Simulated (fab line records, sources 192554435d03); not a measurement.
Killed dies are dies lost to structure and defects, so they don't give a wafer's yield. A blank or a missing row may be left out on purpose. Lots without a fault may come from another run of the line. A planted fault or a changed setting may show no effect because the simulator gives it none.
fab line records | flow n5_finfet
record lots=9 wafers=27 last_day=17
route steps=1938 shown BEOL_M4@1062 PASSIVATION@1936
lots that met no fault: from a run of the same line without faults
start_h: hours from the record's first day to the start of the lot's first wafer shown | wait_h: hours since the lot's step before | " the same as in the row above | L1.1+2: a row that stands for several wafers | - no value, or no start given | * or withheld: withheld | < > ~ a bound
route shown NAME@n: a module of which the file shows steps, and the number in the route of the first | usual: mean/standard deviation of fault-free wafers | same: alike in all rows | chamber/n: place in a boat | sites: the reading at each site | _std_site: their standard deviation | _edge_site: outer sites' mean less inner sites' | radius_mm: how far each site lies from the wafer's centre | mask NAME#n: copy n | behind: the tool/chamber that last shaped the wafer | hold: why the lot was held/for how many hours/how that ended | device: the transistor (n, p or np) that didn't switch | end of line: the same wafers' tests at the end of the route | a step without rows: its recipe alone | killed: dies lost to structure and defects at the first sort, not the wafer's yield | map: a wafer's dies, x killed, . not, _ none there
set.NAME: the setting as run; set.NAME@STEP: as run at that earlier step | model.NAME: the simulator's own value behind a step, which no gauge read
steps of the route over a sample of lots; a table a step, a row a wafer
services: from which hour (start_h, from the record's first day; less than 0 if before it) a tool's chamber was out of use, for how many hours, and why
## steps
# step N5_BEOL_M4_ALD_98
# recipe material=SiO2 target_thk_a=25 temp_c=100 ald_precursor_family=BDEAS ald_co_reactant=O2-plasma pulse_time_s=1 co_reactant_pulse_time_s=1 purge_time_s=2 co_reactant_purge_time_s=2 ald_cycles=17 pressure_torr=2
# usual chamber_pressure_Torr=2.000/0.0044 heater_power_outer_w=43/5.2 heater_power_w=81/8.4 precursor_pulse_height_rel=1.001/0.019
# same ald_cycles=17
# columns lot.wafer tool chamber start_h wait_h chamber_pressure_Torr heater_power_outer_w heater_power_w precursor_pulse_height_rel
L381.1 ald_sin-04 1 156.13 0.1 2.004 42 78 1.007
L381.2 " 3 " " 2.008 37 66 1.017
L381.3 " 0 " " 2.003 30 60 0.993
L382.1 ald_sin-03 1 170.37 0.1 1.996 49 90 1.032
L382.3 " 3 " " 1.992 46 82 0.998
L382.5 " 3 " " 1.992 47 84 0.994
L384.1 ald_sin-03 1 185.19 1.2 1.999 49 92 1.009
L384.3 " 3 " " 1.998 47 83 1.042
L384.5 " 0 " " 1.997 46 86 0.994
L392.2 ald_sin-02 3 234.60 0.1 2.001 48 80 1.005
L392.3 " 0 " " 2.003 44 79 1.033
L392.4 " 2 " " 1.992 39 71 1.012
L394.2 ald_sin-03 3 246.49 0.1 2.000 46 84 0.985
L394.3 " 0 " " 1.990 45 87 1.023
L394.5 " 3 " " 2.004 47 81 0.999
L396.1 ald_sin-02 3 252.54 0.1 2.001 49 82 1.039
L396.2 " 2 " " 1.998 37 71 1.003
L396.3 " 1 " " 2.005 42 84 1.000
L397.1 ald_sin-03 2 257.51 0.1 2.004 44 81 1.001
L397.5 " 2 " " 2.002 44 80 1.007
L397.6 " 3 " " 1.994 46 84 0.992
L399.1 ald_sin-02 1 261.33 0.1 2.005 43 82 0.995
L399.2 " 3 " " 2.005 49 83 1.009
L399.4 " 2 " " 1.999 37 72 0.988
L404.1 ald_sin-04 2 300.62 0.5 1.997 50 93 1.019
L404.2 " 3 " " 1.995 35 63 1.048
L404.6 " 1 " " 1.998 40 78 1.016
# step N5_BEOL_M4_ETCH_41
# recipe chemistry=CH3F/O2 target=SiCN target_depth_a=299 taper_deg=2 time_s=52.5 ion_energy_ev=120 mask_material=TiN pressure_mtorr=30 source_w=395 bias_w=75 Ar_flow_sccm=150 CH3F_flow_sccm=30 O2_flow_sccm=20
# usual drypump_motor_current_A=5.7/0.53 oes_product_au=0.78/0.09 rf_vpp_V=297.8/1.4 showerhead_plenum_p_Torr=2.03/0.06 throttle_valve_pct=16.39/0.26
# columns lot.wafer tool chamber start_h wait_h drypump_motor_current_A oes_product_au rf_hours_counter_h rf_vpp_V showerhead_plenum_p_Torr throttle_valve_pct
L381.1 rie_diel-06 0 - - 4.9 0.85 43 297.5 1.94 16.21
L381.2 " 1 " " 5.1 0.75 145 298.0 2.01 16.25
L381.3 " 2 " " 6.6 0.70 224 299.8 2.06 16.54
L382.1 rie_diel-05 0 - - 6.6 0.70 236 295.8 1.98 16.35
L382.3 " 2 " " 5.1 0.69 215 298.5 2.08 16.71
L382.5 " 1 " " 5.8 0.80 - 299.0 2.10 16.41
L384.1 rie_diel-01 2 - - 6.1 0.74 191 298.5 2.07 16.47
L384.3 " 1 " " 5.9 0.94 12 296.0 1.96 16.14
L384.5 " 2 " " 6.1 0.72 - 298.9 2.07 16.47
L392.2 rie_diel-06 2 - - 6.6 0.68 248 297.3 2.05 16.60
L392.3 " 3 " " 5.8 0.71 181 297.8 1.98 16.56
L392.4 " 1 " " 5.2 0.73 169 298.0 2.00 16.28
L394.2 rie_diel-05 2 - - 5.1 0.67 245 298.3 2.07 16.75
L394.3 " 1 " " 5.7 0.75 124 300.4 2.09 16.47
L394.5 " 1 " " 5.7 0.75 - 300.3 2.09 16.49
L396.1 rie_diel-01 2 - - 6.1 0.72 218 298.8 2.06 16.53
L396.2 " 3 " " 5.2 0.70 235 298.0 2.06 16.88
L396.3 " 1 " " 5.9 0.89 37 296.3 1.95 16.18
L397.1 rie_diel-06 1 - - 5.1 0.73 180 298.4 2.00 16.31
L397.5 " 2 " " 6.6 0.99 - 297.8 2.05 16.15
L397.6 " 3 " " 5.8 0.71 - 297.1 1.98 16.56
L399.1 rie_diel-06 2 - - 6.6 0.98 2 298.7 2.05 16.16
L399.2 " 1 " " 5.2 0.72 181 297.1 2.00 16.33
L399.4 " 0 " " 4.9 0.81 78 294.9 1.93 16.30
L404.1 rie_diel-01 3 - - 5.2 0.68 248 300.3 2.06 16.90
L404.2 " 0 " " 5.2 0.77 103 296.8 1.93 16.42
L404.6 " 0 " " 5.2 0.78 - 295.8 1.93 16.41
# step N5_BEOL_M4_CD_MEAS_35
# recipe target_cd_nm=18 target_cd_y_nm=22.4 polarity=opening
# usual cd_nm=18.1/0.36
# columns lot.wafer tool chamber start_h wait_h cd_nm
L381.1 cd_sem-03 - 165.18 0.0 17.7
L381.2 " - " " 17.7
L381.3 " - " " 18.2
L382.1 cd_sem-02 - 171.89 0.0 18.4
L382.3 " - " " 18.6
L382.5 " - " " 18.2
L384.1 cd_sem-03 - 188.53 0.0 17.8
L384.3 " - " " 18.0
L384.5 " - " " 18.1
L392.2 cd_sem-02 - 241.19 0.0 18.6
L392.3 " - " " 18.3
L392.4 " - " " 18.2
L394.2 cd_sem-02 - 247.49 0.0 18.0
L394.3 " - " " 17.7
L394.5 " - " " 18.7
L396.1 cd_sem-03 - 265.02 0.0 17.9
L396.2 " - " " 18.0
L396.3 " - " " 18.3
L397.1 cd_sem-02 - 265.19 0.0 18.0
L397.5 " - " " 18.5
L397.6 " - " " 18.4
L399.1 cd_sem-02 - 269.28 0.0 18.6
L399.2 " - " " 17.9
L399.4 " - " " 17.7
L404.1 cd_sem-03 - 301.99 0.0 18.6
L404.2 " - " " 18.1
L404.6 " - " " 17.9
# step N5_BEOL_M4_ALD_84
# recipe material=TaN target_thk_a=* temp_c=275 ald_precursor_family=PDMAT ald_co_reactant=NH3 pressure_torr=3 carrier_flow_sccm=1500 pulse_time_s=2 purge_time_s=3 co_reactant_purge_time_s=2 co_reactant_pulse_time_s=3 ald_cycles=30 precursor_vessel_temp_c=75 precursor_vessel_pressure_torr=26.25 precursor_vessel_carrier_sccm=1000
# usual ald_cycles=30/0 chamber_pressure_Torr=3.000/0.0069 heater_power_outer_w=251/21 heater_power_w=443/40
# columns lot.wafer tool chamber start_h wait_h ald_cycles chamber_pressure_Torr heater_power_outer_w heater_power_w
L381.1 ald_metal-01 1 165.88 0.1 30 2.991 218 368
L381.2 " 0 " " 30 3.007 254 492
L381.3 " 2 " " 30 3.008 237 448
L382.1 ald_metal-02 2 172.34 0.1 30 3.000 259 462
L382.3 " 3 " " 30 3.010 294 472
L382.5 " 2 " " 30 2.997 258 476
L384.1 ald_metal-02 1 188.75 0.0 30 2.999 260 411
L384.3 " 2 " " 30 2.992 248 462
L384.5 " 0 " " 30 2.998 253 411
L392.2 ald_metal-01 1 241.43 0.0 30 3.002 223 370
L392.3 " 2 " " 30 2.997 237 453
L392.4 " 3 " " 30 2.992 257 477
L394.2 ald_metal-01 1 248.06 0.1 30 3.002 219 364
L394.3 " 2 " " 30 3.008 242 446
L394.5 " 3 " " 30 2.994 254 483
L396.1 ald_metal-02 0 265.25 0.1 - - - -
L396.2 " 1 " " - - - -
L396.3 " 2 " " - - - -
L397.1 ald_metal-02 1 265.61 0.0 - - - -
L397.5 " 1 " " - - - -
L397.6 " 2 " " - - - -
L399.1 ald_metal-04 1 269.61 0.0 - - - -
L399.2 " 3 " " - - - -
L399.4 " 0 " " - - - -
L404.1 ald_metal-01 1 302.44 0.2 30 3.002 222 367
L404.2 " 3 " " 30 3.000 265 485
L404.6 " 3 " " 30 3.015 259 490
# step N5_BEOL_M4_CMP_52
# recipe stop_on=SiOC t_overpolish_s=6.8 down_force_psi=1 platen_rpm=50 clearing_platen_down_force_psi=1.5 clearing_platen_rpm=50 post_cmp_clean=cu_alkaline target_thk_nm=40 clearing_platen_pad_velocity_m_s=0.99484 pad_velocity_m_s=0.99484
# usual barrier_field_endpoint_s=24.7/0.55 head_pressure_psi=1.0002/0.002 motor_current_A=6.2/0.59
# columns lot.wafer tool chamber start_h wait_h barrier_field_endpoint_s head_pressure_psi motor_current_A
L381.2 cmp-01 3 168.78 0.2 24.7 0.9974 5.8
L381.1 " 0 " " 24.1 1.0007 7.1
L381.3 " 2 " " 24.1 1.0038 6.0
L382.3 cmp-02 3 176.88 0.2 25.0 1.0005 6.9
L382.1 " 0 " " 24.4 1.0012 5.8
L382.5 " 1 " " 23.6 1.0004 5.5
L384.3 cmp-01 2 191.50 0.2 24.1 1.0017 6.1
L384.1 " 3 " " 24.3 0.9980 6.1
L384.5 " 3 " " 25.0 0.9978 6.3
L392.4 cmp-02 1 244.57 0.2 23.9 0.9993 5.5
L392.3 " 2 " " 25.3 1.0009 6.3
L392.2 " 0 " " 25.1 1.0026 5.7
L394.3 cmp-02 3 251.08 0.2 24.1 0.9958 6.8
L394.2 " 0 " " 25.5 0.9991 5.8
L394.5 " 2 " " 24.9 0.9989 6.0
L396.3 cmp-02 0 268.02 0.2 23.1 1.0002 5.8
L396.2 " 2 " " 23.3 1.0008 6.1
L396.1 " 3 " " 23.4 0.9979 6.3
L397.1 cmp-01 2 268.72 0.3 23.0 0.9958 5.8
L397.6 " 1 " " 23.1 1.0002 6.6
L397.5 " 2 " " 22.7 0.9979 6.3
L399.4 cmp-02 0 274.01 0.1 23.2 1.0020 5.9
L399.2 " 1 " " 22.6 1.0034 5.4
L399.1 " 3 " " 22.3 1.0016 6.6
L404.1 cmp-01 2 305.53 0.3 25.2 1.0007 6.1
L404.2 " 3 " " 24.5 1.0025 6.3
L404.6 " 3 " " 25.5 1.0002 6.2
# step N5_BEOL_M4_RC_MEAS_101
# usual DIBL_N=35.8/1.6 DIBL_P=36.0/2.1 IOFF_N=0.153/0.026 IOFF_P=0.21/0.037 ION_N=673/11 ION_P=462/7.6 SS_N=71.4/0.53 SS_P=73.2/0.67 VT_N=250/3.2 VT_P=-250/3.7
# columns lot.wafer tool chamber start_h wait_h DIBL_N[mV/V] DIBL_P[mV/V] IOFF_N[nA/um] IOFF_P[nA/um] ION_N[uA/um] ION_P[uA/um] SS_N[mV/dec] SS_P[mV/dec] VT_N[mV] VT_P[mV]
L381.1 prober-02 0 169.42 0.0 37.3 39.2 0.188 0.26 684 476 70.9 74.0 245 -248
L381.2 " 0 " " 33.5 33.7 0.117 0.17 662 463 71.1 72.5 256 -251
L381.3 " 0 " " 37.9 38.8 0.207 0.27 700 476 71.1 74.2 243 -245
L382.1 prober-02 0 177.41 0.0 35.3 36.1 0.139 0.18 670 453 71.1 73.2 252 -255
L382.3 " 0 " " 37.4 37.9 0.165 0.20 675 460 71.7 73.4 250 -250
L382.5 " 0 " " 35.5 35.7 0.137 0.18 673 456 71.6 72.4 253 -252
L384.1 prober-02 0 192.23 0.0 38.4 37.5 0.175 0.22 679 461 72.8 73.6 251 -251
L384.3 " 0 " " 39.5 39.5 0.193 0.27 685 473 72.2 74.4 250 -249
L384.5 " 0 " " 36.4 35.9 0.144 0.20 678 464 70.8 73.0 251 -253
L392.2 prober-01 0 245.42 0.2 35.2 36.0 0.160 0.18 670 455 71.9 73.3 251 -252
L392.3 " 0 " " 37.1 39.2 0.186 0.24 670 452 71.4 74.0 246 -250
L392.4 " 0 " " 36.0 37.5 0.160 0.22 675 460 71.9 73.7 249 -251
L394.2 prober-01 0 251.81 0.2 34.2 35.2 0.139 0.20 672 467 71.2 72.5 252 -251
L394.3 " 0 " " 34.2 34.9 0.136 0.21 676 472 71.8 72.8 253 -248
L394.5 " 0 " " 35.0 35.9 0.168 0.23 678 466 71.3 73.4 247 -249
L404.1 prober-01 0 306.13 0.0 38.3 36.3 0.182 0.21 675 454 71.5 73.9 248 -251
L404.2 " 0 " " 34.6 32.5 0.124 0.17 668 456 71.3 72.6 254 -253
L404.6 " 0 " " 35.0 33.8 0.136 0.18 665 461 71.1 73.1 249 -253
# step N5_PASSIVATION_PROBE_49
# usual defect_limited_yield=91.3/1.5 killed_at_M0_to_M3=33/12 killed_at_M4_up=13/5.2 killed_at_contacts=13/6.7 killed_at_front_end=40/11 killed_at_other=4.1/2.7 killed_dies=103/17 killed_on_rim=14/4.2 killed_open=69/13 killed_short=33/8.4 sort_bin_4_leakage=0/0 sort_bin_5_function=5.1/1 sort_bin_6_memory=3.2/0.62 sort_n_pass=1077/17 sort_yield_pct=91.3/1.5
# same gross_dies=1180 killed_at_back_side=0 sort_bin_8_speed[%]=0
# columns lot.wafer tool chamber start_h wait_h defect_limited_yield[%] killed_at_M0_to_M3 killed_at_M4_up killed_at_contacts killed_at_front_end killed_at_other killed_dies killed_on_rim killed_open killed_short sort_bin_4_leakage[%] sort_bin_5_function[%] sort_bin_6_memory[%] sort_n_pass sort_yield_pct[%]
L381.1 prober-01 - 270.57 0.0 93.0 30 9 6 36 2 83 11 57 24 0 4.3 2.5 1097 93.0
L381.2 prober-01 - 270.62 0.1 93.2 20 5 15 40 0 80 10 62 18 0 3.7 3.0 1100 93.2
L381.3 prober-01 - 270.67 0.1 91.4 27 9 10 48 8 102 11 72 26 0 5.0 3.4 1078 91.4
L382.1 prober-01 - 274.66 0.0 91.4 27 5 5 61 4 102 15 72 28 0 5.3 3.1 1078 91.4
L382.3 prober-01 - 274.76 0.1 91.4 30 4 16 51 1 102 15 67 31 0 5.3 3.2 1078 91.4
L382.5 prober-01 - 274.86 0.2 92.5 33 12 10 32 1 88 10 65 22 0 4.5 2.8 1092 92.5
L384.1 prober-02 - 303.80 0.0 92.2 44 7 6 31 4 92 8 59 32 0 4.2 3.3 1088 92.2
L384.3 prober-02 - 303.90 0.1 90.5 44 19 12 31 6 112 14 75 36 0 5.4 3.7 1068 90.5
L384.5 prober-02 - 304.00 0.2 91.7 44 18 8 26 2 98 10 56 42 0 4.8 3.0 1082 91.7
L392.2 prober-01 - 358.59 0.8 91.9 22 12 18 42 1 95 8 63 32 0 5.0 2.6 1085 91.9
L392.3 prober-01 - 358.64 0.8 88.1 29 6 21 82 2 140 20 97 41 0 7.8 3.7 1040 88.1
L392.4 prober-01 - 358.69 0.9 92.0 20 8 23 39 4 94 12 66 27 0 4.4 3.2 1086 92.0
L394.2 prober-01 - 358.89 0.9 91.9 32 13 6 38 6 95 14 69 22 0 3.8 3.8 1085 91.9
L394.3 prober-01 - 358.94 1.0 92.0 26 16 5 41 6 94 14 59 33 0 5.3 2.4 1086 92.0
L394.5 prober-01 - 359.04 1.1 94.0 24 8 13 24 2 71 13 47 23 0 3.4 2.3 1109 94.0
L397.1 prober-02 - 382.38 0.0 0 42 1076 15 46 1 1180 152 85 31 90.17 5.8 3.9 0 0
L397.5 prober-02 - 382.58 0.2 0 86 1031 9 50 4 1180 152 100 56 86.61 8.1 4.3 0 0
L397.6 prober-02 - 382.63 0.3 0 58 1054 21 46 1 1180 152 98 45 87.88 7.7 4.2 0 0
L396.1 prober-02 - 383.01 0.0 0 38 1056 33 52 1 1180 152 97 43 88.14 7.3 4.2 0 0
L396.2 prober-02 - 383.06 0.1 0 39 1075 21 45 0 1180 152 73 47 89.75 6.0 4.1 0 0
L396.3 prober-02 - 383.11 0.1 0 27 1088 19 41 5 1180 152 57 44 91.36 5.1 3.1 0 0
L399.1 prober-01 - 390.72 0.0 0 61 1054 10 53 2 1180 152 108 32 88.05 7.4 4.3 0 0
L399.2 prober-01 - 390.77 0.1 0 37 1091 10 39 3 1180 152 69 34 91.27 5.6 2.8 0 0
L399.4 prober-01 - 390.87 0.2 0 31 1095 5 44 5 1180 152 66 28 91.95 4.7 3.1 0 0
L404.1 prober-02 - 410.63 0.0 90.3 41 15 25 33 1 115 17 85 30 0 5.2 3.6 1065 90.3
L404.2 prober-02 - 410.68 0.1 92.4 26 20 14 24 6 90 13 61 29 0 4.3 2.8 1090 92.4
L404.6 prober-02 - 410.88 0.3 91.9 28 20 18 28 2 96 15 71 25 0 5.1 2.9 1084 91.9
# killed by level:class
L381.1 FIN_SAQP:geometric_particle:open=12 BEOL_M1:geometric_particle:open=9 BEOL_M0_SAQP:geometric_particle:short=5 BEOL_M3:geometric_particle:open=5 BEOL_M4:geometric_particle:open=5 MOL_CONTACT_COAG:geometric_particle:open=4 FIN_SAQP:geometric_particle:short=3 GATE_CUT:geometric_particle:open=3
L381.2 MOL_CONTACT_COAG:geometric_particle:open=14 FIN_SAQP:geometric_particle:open=11 STI_FIN_REVEAL:geometric_particle:open=8 BEOL_M0_SAQP:geometric_particle:open=4 GATE_CUT:geometric_particle:open=4 BEOL_M0_SAQP:geometric_particle:short=4 FIN_SAQP:geometric_particle:short=3 ILD0:geometric_particle:open=3
L381.3 FIN_SAQP:geometric_particle:open=18 BEOL_M2:geometric_particle:open=8 MOL_CONTACT_COAG:geometric_particle:open=8 FIN_SAQP:geometric_particle:short=6 STI_FIN_REVEAL:geometric_particle:open=5 BEOL_M0_SAQP:geometric_particle:open=5 BEOL_M0:geometric_particle:open=4 BEOL_M3:geometric_particle:open=4
L382.1 FIN_SAQP:geometric_particle:open=27 FIN_SAQP:geometric_particle:short=13 STI_FIN_REVEAL:geometric_particle:open=7 BEOL_M3:geometric_particle:open=6 BEOL_M1:geometric_particle:open=6 BEOL_M2:geometric_particle:open=6 MOL_CONTACT_COAG:geometric_particle:open=4 GATE_CUT:geometric_particle:open=3
L382.3 FIN_SAQP:geometric_particle:open=26 BEOL_M3:geometric_particle:open=12 FIN_SAQP:geometric_particle:short=9 MOL_CONTACT_COAG:geometric_particle:open=9 MOL_CONTACT_COAG:geometric_particle:short=7 BEOL_M2:geometric_particle:open=6 BEOL_M2:geometric_particle:short=4 STI_FIN_REVEAL:geometric_particle:short=3
L382.5 BEOL_M2:geometric_particle:open=16 FIN_SAQP:geometric_particle:open=9 BEOL_M3:geometric_particle:open=8 MOL_CONTACT_COAG:geometric_particle:open=7 STI_FIN_REVEAL:geometric_particle:open=5 BEOL_M1:geometric_particle:open=4 FIN_SAQP:geometric_particle:short=3 MOL_CONTACT_COAG:geometric_particle:short=3
L384.1 BEOL_M0_SAQP:geometric_particle:open=9 BEOL_M0_SAQP:geometric_particle:short=9 BEOL_M2:geometric_particle:open=9 FIN_SAQP:geometric_particle:open=7 BEOL_M1:geometric_particle:open=7 FIN_SAQP:geometric_particle:short=6 MOL_CONTACT_COAG:geometric_particle:open=6 STI_FIN_REVEAL:geometric_particle:open=4
L384.3 BEOL_M0_SAQP:geometric_particle:short=15 MOL_CONTACT_COAG:geometric_particle:open=10 FIN_SAQP:geometric_particle:open=9 STI_FIN_REVEAL:geometric_particle:open=7 BEOL_M0_SAQP:geometric_particle:open=6 BEOL_M1:geometric_particle:open=6 BEOL_M4:geometric_particle:open=5 FIN_SAQP:geometric_particle:short=4
L384.5 BEOL_M0_SAQP:geometric_particle:short=14 BEOL_M3:geometric_particle:open=10 BEOL_M0_SAQP:geometric_particle:open=8 FIN_SAQP:geometric_particle:short=7 MOL_CONTACT_COAG:geometric_particle:open=6 FIN_SAQP:geometric_particle:open=5 BEOL_M2:geometric_particle:open=5 BEOL_M5:geometric_particle:open=5
L392.2 MOL_CONTACT_COAG:geometric_particle:open=14 FIN_SAQP:geometric_particle:short=10 FIN_SAQP:geometric_particle:open=8 BEOL_M1:geometric_particle:open=7 BEOL_M2:geometric_particle:open=7 GATE_CUT:geometric_particle:short=6 BEOL_M4:geometric_particle:open=6 MOL_CONTACT_COAG:geometric_particle:short=4
L392.3 STI_FIN_REVEAL:geometric_particle:open=31 MOL_CONTACT_COAG:geometric_particle:open=14 BEOL_M3:geometric_particle:open=11 FIN_SAQP:geometric_particle:short=7 MOL_CONTACT_COAG:geometric_particle:short=7 DUMMY_GATE:geometric_particle:open=6 GATE_CUT:geometric_particle:short=6 FIN_SAQP:geometric_particle:open=5
L392.4 MOL_CONTACT_COAG:geometric_particle:open=20 GATE_CUT:geometric_particle:short=13 STI_FIN_REVEAL:geometric_particle:open=9 BEOL_M2:geometric_particle:open=8 BEOL_M1:geometric_particle:open=5 FIN_SAQP:geometric_particle:open=4 MOL_CONTACT_COAG:geometric_particle:short=3 BEOL_M3:geometric_particle:open=3
L394.2 FIN_SAQP:geometric_particle:open=13 BEOL_M0_SAQP:geometric_particle:open=9 BEOL_M2:geometric_particle:open=7 SPACER0:geometric_particle:open=6 MOL_CONTACT_COAG:geometric_particle:open=5 BEOL_M0_SAQP:geometric_particle:short=5 BEOL_M4:geometric_particle:open=5 BEOL_M3:geometric_particle:open=5
L394.3 STI_FIN_REVEAL:geometric_particle:open=17 BEOL_M2:geometric_particle:open=9 BEOL_M0_SAQP:geometric_particle:short=8 STI_FIN_REVEAL:geometric_particle:short=5 BEOL_M7:geometric_particle:open=5 FIN_SAQP:geometric_particle:short=4 BEOL_M4:geometric_particle:open=4 MOL_CONTACT_COAG:geometric_particle:short=3
L394.5 MOL_CONTACT_COAG:geometric_particle:open=12 BEOL_M2:geometric_particle:open=12 STI_FIN_REVEAL:geometric_particle:open=8 BEOL_M0_SAQP:geometric_particle:short=6 FIN_SAQP:geometric_particle:short=4 BEOL_M2:geometric_particle:short=4 STARTING-WAFER:geometric_particle:short=4 DUMMY_GATE:geometric_particle:open=2
L397.1 BEOL_M4:area_ald=1043 M4:area_ald=21 BEOL_M0_SAQP:geometric_particle:open=15 FIN_SAQP:geometric_particle:open=12 BEOL_M0_SAQP:geometric_particle:short=11 MOL_CONTACT_COAG:geometric_particle:open=11 STI_FIN_REVEAL:geometric_particle:open=10 BEOL_M2:geometric_particle:open=6
L397.5 BEOL_M4:area_ald=1007 BEOL_M0_SAQP:geometric_particle:open=32 BEOL_M0_SAQP:geometric_particle:short=22 M4:area_ald=15 BEOL_M3:geometric_particle:open=11 BEOL_M2:geometric_particle:open=9 GATE_CUT:geometric_particle:short=8 FIN_SAQP:geometric_particle:open=7
L397.6 BEOL_M4:area_ald=1023 BEOL_M1:geometric_particle:open=18 MOL_CONTACT_COAG:geometric_particle:open=18 BEOL_M0_SAQP:geometric_particle:short=14 M4:area_ald=14 STI_FIN_REVEAL:geometric_particle:open=13 BEOL_M0_SAQP:geometric_particle:open=12 FIN_SAQP:geometric_particle:short=9
L396.1 BEOL_M4:area_ald=1015 MOL_CONTACT_COAG:geometric_particle:open=29 M4:area_ald=25 BEOL_M0_SAQP:geometric_particle:short=13 FIN_SAQP:geometric_particle:open=11 STI_FIN_REVEAL:geometric_particle:open=10 BEOL_M0_SAQP:geometric_particle:open=10 STI_FIN_REVEAL:geometric_particle:short=6
L396.2 BEOL_M4:area_ald=1041 M4:area_ald=18 MOL_CONTACT_COAG:geometric_particle:open=17 BEOL_M0_SAQP:geometric_particle:short=16 FIN_SAQP:geometric_particle:open=10 BEOL_M0_SAQP:geometric_particle:open=8 BEOL_M1:geometric_particle:open=5 STI_FIN_REVEAL:geometric_particle:open=5
L396.3 BEOL_M4:area_ald=1056 M4:area_ald=22 MOL_CONTACT_COAG:geometric_particle:open=18 BEOL_M0_SAQP:geometric_particle:short=9 FIN_SAQP:geometric_particle:short=7 STI_FIN_REVEAL:geometric_particle:open=6 BEOL_M2:geometric_particle:open=6 FIN_SAQP:geometric_particle:open=5
L399.1 BEOL_M4:area_ald=1017 STI_FIN_REVEAL:geometric_particle:open=22 M4:area_ald=22 BEOL_M3:geometric_particle:open=18 BEOL_M1:geometric_particle:open=11 FIN_SAQP:geometric_particle:open=10 BEOL_M2:geometric_particle:open=8 FIN_SAQP:geometric_particle:short=7
L399.2 BEOL_M4:area_ald=1060 M4:area_ald=17 BEOL_M0_SAQP:geometric_particle:open=10 MOL_CONTACT_COAG:geometric_particle:open=10 BEOL_M0_SAQP:geometric_particle:short=10 FIN_SAQP:geometric_particle:short=8 STI_FIN_REVEAL:geometric_particle:open=7 BEOL_M2:geometric_particle:open=6
L399.4 BEOL_M4:area_ald=1061 M4:area_ald=24 STI_FIN_REVEAL:geometric_particle:open=12 FIN_SAQP:geometric_particle:open=10 BEOL_M1:geometric_particle:open=10 FIN_SAQP:geometric_particle:short=6 BEOL_M0_SAQP:geometric_particle:short=6 BEOL_M0_SAQP:geometric_particle:open=6
L404.1 MOL_CONTACT_COAG:geometric_particle:open=21 FIN_SAQP:geometric_particle:open=19 BEOL_M3:geometric_particle:open=10 BEOL_M4:geometric_particle:open=10 FIN_SAQP:geometric_particle:short=7 BEOL_M2:geometric_particle:open=7 BEOL_M0_SAQP:geometric_particle:short=7 BEOL_M0_SAQP:geometric_particle:open=6
L404.2 MOL_CONTACT_COAG:geometric_particle:open=11 BEOL_M4:geometric_particle:open=10 FIN_SAQP:geometric_particle:open=9 BEOL_M3:geometric_particle:open=6 FIN_SAQP:geometric_particle:short=5 BEOL_M0_SAQP:geometric_particle:short=4 BEOL_M0_SAQP:geometric_particle:open=4 BEOL_M2:geometric_particle:open=4
L404.6 MOL_CONTACT_COAG:geometric_particle:open=16 BEOL_M4:geometric_particle:open=13 BEOL_M2:geometric_particle:open=10 DUMMY_GATE:geometric_particle:open=7 FIN_SAQP:geometric_particle:open=6 FIN_SAQP:geometric_particle:short=5 BEOL_M0:geometric_particle:open=5 BEOL_M1:geometric_particle:open=5
## services
# columns tool chamber start_h hours kind
cmp-02 - 136.75 1.0 repair
cmp-02 - 157.28 1.2 repair
cmp-02 - 166.88 3.1 repair
ald_sin-04 - 176.81 14.0 pm
ald_sin-02 - 177.32 6.1 pm
ald_metal-02 3 178.85 12.1 repair
cmp-01 - 183.55 2.5 repair
ald_metal-04 - 192.07 2.8 pm
rie_diel-01 1 194.65 3.8 repair
ald_metal-01 0 196.31 3.3 repair
rie_diel-05 1 208.51 1.2 repair
ald_metal-02 3 209.07 23.7 repair
ald_sin-02 3 216.87 14.5 repair
ald_metal-01 0 218.92 26.8 repair
ald_metal-02 2 228.14 6.6 repair
rie_diel-06 - 229.49 2.8 pm
cmp-01 - 236.34 4.0 pm
ald_sin-04 2 244.46 1.8 repair
rie_diel-05 1 251.98 3.1 repair
ald_metal-04 3 271.36 25.0 repair
rie_diel-01 2 285.88 1.5 repair
ald_sin-03 2 286.02 15.6 repair
rie_diel-01 0 288.34 2.1 repair
ald_sin-02 - 305.39 0.4 repair
## key
first_sign step=N5_BEOL_M4_ALD_84 reading=tool_record direction=missing
effect step=N5_BEOL_M4_CMP_52 reading=barrier_field_endpoint_s direction=down sigmas=3.1 usual=24.7 struck=23.0
effect step=N5_PASSIVATION_PROBE_49 reading=sort_bin_4_leakage direction=up sigmas=99+ usual=0 struck=89.46
more_kills_born_at N5_BEOL_M4_ALD_84@ald_metal-02=6300 N5_BEOL_M4_ALD_84@ald_metal-04=3201
met_at N5_BEOL_M4_ALD_84
struck_lots L396,L397,L399
later_rows_left_out L396.1,L396.2,L396.3,L397.1,L397.5,L397.6,L399.1,L399.2,L399.4
not_acting_at N5_BEOL_M4_ALD_98,N5_BEOL_M4_ETCH_41,N5_BEOL_M4_CD_MEAS_35
onset_between 188.75 265.25
fault kind=skipped_step_whole tool=ald_metal-02,ald_metal-04 chamber=- onset_h=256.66 steps=N5_BEOL_M4_ALD_84 scope=struck_lots_only
# later_rows_left_out: the simulator's readings of these wafers behind a module that went badly wrong aren't trusted and aren't shown, but for the sort
